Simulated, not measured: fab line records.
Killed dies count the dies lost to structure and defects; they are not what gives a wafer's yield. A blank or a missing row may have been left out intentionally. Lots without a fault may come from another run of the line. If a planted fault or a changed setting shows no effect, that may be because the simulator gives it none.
Lot-split experiment | flow n5 finfet | route with 1938 steps; 7 lots, 21 wafers read

THE SPLIT ITSELF
At N5_BEOL_M4_DESCUM_16 (chemistry O2, time 7 s), the setting time s was moved away from the recipe's 7 s on 8 of the 21 wafers read, by +10.0% to +17.5%. This setting was run at the recipe's value on the other wafers.

THE PATH FROM SPLIT TO READING: the file shows 1 step between them
- N5_BEOL_M4_ETCH_74: etches underlayer in N2/H2, target depth 6.5 nm, time 5.2 s

THE READING
CAR-EUV_of_BEOL_M4_COAT_05.thk nm (the simulator's own value, which no gauge read), in nm, at N5_BEOL_M4_ETCH_63 (etches SiARC in CF4, target depth 15.6 nm, time 26 s). There is no usual value for it anywhere in the file. The 13 wafers here that ran the recipe average 11.2 nm, standard deviation 0.13 nm.

wafer  | tool, chamber at the split | time s as run, s | against the recipe | CAR-EUV_of_BEOL_M4_COAT_05.thk nm, nm | against lot-mates on the recipe
L077.3 | rie diel-02, 1,0           | 7                | recipe             | 11                                    | -
L077.4 | rie diel-02, 0             | 7.762            | +10.9%             | 10.6                                  | -0.5
L077.5 | rie diel-02, 1,0           | 7                | recipe             | 11.2                                  | -
L078.2 | rie diel-06, 0             | 8.136            | +16.2%             | 10.6                                  | -0.6
L078.5 | rie diel-06, 0             | 8.136            | +16.2%             | 10.6                                  | -0.6
L078.6 | rie diel-06, 1             | 7                | recipe             | 11.2                                  | -
L082.1 | rie diel-06, 1,0           | 8.224            | +17.5%             | 10.6                                  | -0.6
L082.2 | rie diel-06, 3             | 7                | recipe             | 11.2                                  | -
L082.5 | rie diel-06, 1,0           | 8.224            | +17.5%             | 10.6                                  | -0.6
L090.1 | rie diel-06, 1             | 7                | recipe             | 11.2                                  | -
L090.3 | rie diel-06, 2,3           | 7.883            | +12.6%             | 11                                    | -0.2
L090.6 | rie diel-06, 2,3           | 7.883            | +12.6%             | 10.8                                  | -0.4
L091.1 | rie diel-06, 1             | 7.698            | +10.0%             | 10.8                                  | -0.5
L091.3 | rie diel-06, 0,3           | 7                | recipe             | 11.4                                  | -
L091.4 | rie diel-06, 0,3           | 7                | recipe             | 11.2                                  | -
L095.1 | rie diel-06, 2             | 7                | recipe             | 11.6                                  | -
L095.3 | rie diel-06, 1,0           | 7                | recipe             | 11.2                                  | -
L095.5 | rie diel-06, 1,0           | 7                | recipe             | 11.2                                  | -
L097.1 | rie diel-02, 3,2,2         | 7                | recipe             | 11.2                                  | -
L097.2 | rie diel-02, 3,2,2         | 7                | recipe             | 11.2                                  | -
L097.4 | rie diel-02, 3,2,2         | 7                | recipe             | 11.2                                  | -
Rows listing several chambers each stand for several wafers; the file does not say which wafer went through which chamber.

THE FIT
A straight line over all 21 wafers: CAR-EUV_of_BEOL_M4_COAT_05.thk nm changes by -0.0368 nm for each +1% of time s; r = -0.90; the points scatter about the line by 0.13 nm.
The same after taking each lot's own level away (the mean of its wafers on the recipe; 21 wafers): -0.0347 nm for each +1%; r = -0.92; scatter 0.11 nm.
The reading moves by 0.61 nm for the largest change in time s, on that fit.
Measured against the standard deviation above, the lots' own levels, which go from 11.10 to 11.33 nm, span 1.8 times it.
The two slopes agree, so the slope changes little with the lot-to-lot level.
Check: with one of the wafers moved furthest among these (+17.5%) left out of the fit, the line predicts -0.612 nm for it against its lot-mates. Against them it came out at -0.6 nm.

THE WHOLE CHAIN: every reading that the file lists as answering this split, in the file's order
step                 | what it does                                                | reading                                                                            | change (the file's fit)                | r (the file's)
N5_BEOL_M4_DESCUM_16 | chemistry O2, time 7 s                                      | CAR-EUV_of_BEOL_M4_COAT_05.thk nm (the simulator's own value, which no gauge read) | -0.0318 nm for each +1% of the setting | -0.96
N5_BEOL_M4_ETCH_74   | etches underlayer in N2/H2, target depth 6.5 nm, time 5.2 s | CAR-EUV_of_BEOL_M4_COAT_05.thk nm (the simulator's own value, which no gauge read) | -0.0388 nm for each +1% of the setting | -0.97
N5_BEOL_M4_ETCH_63   | etches SiARC in CF4, target depth 15.6 nm, time 26 s        | CAR-EUV_of_BEOL_M4_COAT_05.thk nm (the simulator's own value, which no gauge read) | -0.0364 nm for each +1% of the setting | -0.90

FILE'S OWN FIT
CAR-EUV_of_BEOL_M4_COAT_05.thk nm changes by -0.0364 nm for each +1% of time s, r = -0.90.
